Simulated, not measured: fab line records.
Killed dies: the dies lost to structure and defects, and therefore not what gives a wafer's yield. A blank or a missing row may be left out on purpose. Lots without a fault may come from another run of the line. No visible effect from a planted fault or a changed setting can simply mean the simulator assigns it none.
Matching of chambers / flow nand harc / NHARC_A_WL_FILL_ALD_19 on ald metal-04: 4 sister chambers
The step deposits TiN, target thk 2 nm, pulse time 3 s, ald cycles 100. 4 wafers are shown with their chamber, then 9 later ones without.

## WAFERS PAIRED WITH THEIR CHAMBERS
wafer=L089.5; chamber=2; heater power w (W)=1153
wafer=L089.1; chamber=0; heater power w (W)=1039
wafer=L089.3; chamber=1; heater power w (W)=1067
wafer=L089.6; chamber=3; heater power w (W)=897

## WAFERS MISSING THEIR CHAMBER
wafer=L091.1; heater power w (W)=1061
wafer=L091.4; heater power w (W)=1053
wafer=L091.6; heater power w (W)=1140
wafer=L091.2; heater power w (W)=1152
wafer=L091.3; heater power w (W)=889
wafer=L091.5; heater power w (W)=1079
wafer=L097.4; heater power w (W)=1213
wafer=L097.5; heater power w (W)=858
wafer=L097.6; heater power w (W)=1037

## THE CHAMBER EACH PASSED THROUGH
wafer=L091.1; from the rows above=can't be placed: 1 or 0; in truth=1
wafer=L091.4; from the rows above=can't be placed: 0 or 1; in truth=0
wafer=L091.6; from the rows above=2; in truth=2
wafer=L091.2; from the rows above=2; in truth=2
wafer=L091.3; from the rows above=3; in truth=3
wafer=L091.5; from the rows above=can't be placed: 1 or 0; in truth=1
wafer=L097.4; from the rows above=2; in truth=2
wafer=L097.5; from the rows above=3; in truth=3
wafer=L097.6; from the rows above=can't be placed: 0 or 1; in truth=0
Correctly placed: 5 of 9. Unplaceable from these rows: 4, with the true chamber sitting among the candidates in 4. Number placed wrongly: 0.
How it was worked out, from the rows above alone: a wafer's distance from a chamber is the root of the sum, over the readings, of the square of ((its reading less the chamber's mean) divided by the reading's scatter). If the next closest chamber is less than 2 further off than the closest, the wafer can't be placed; otherwise it belongs to the closest. A chamber's mean is the mean of its shown wafers. The scatter: with one shown wafer a chamber, the root of the mean of the squares of how far each hidden wafer lies from its nearest shown one.
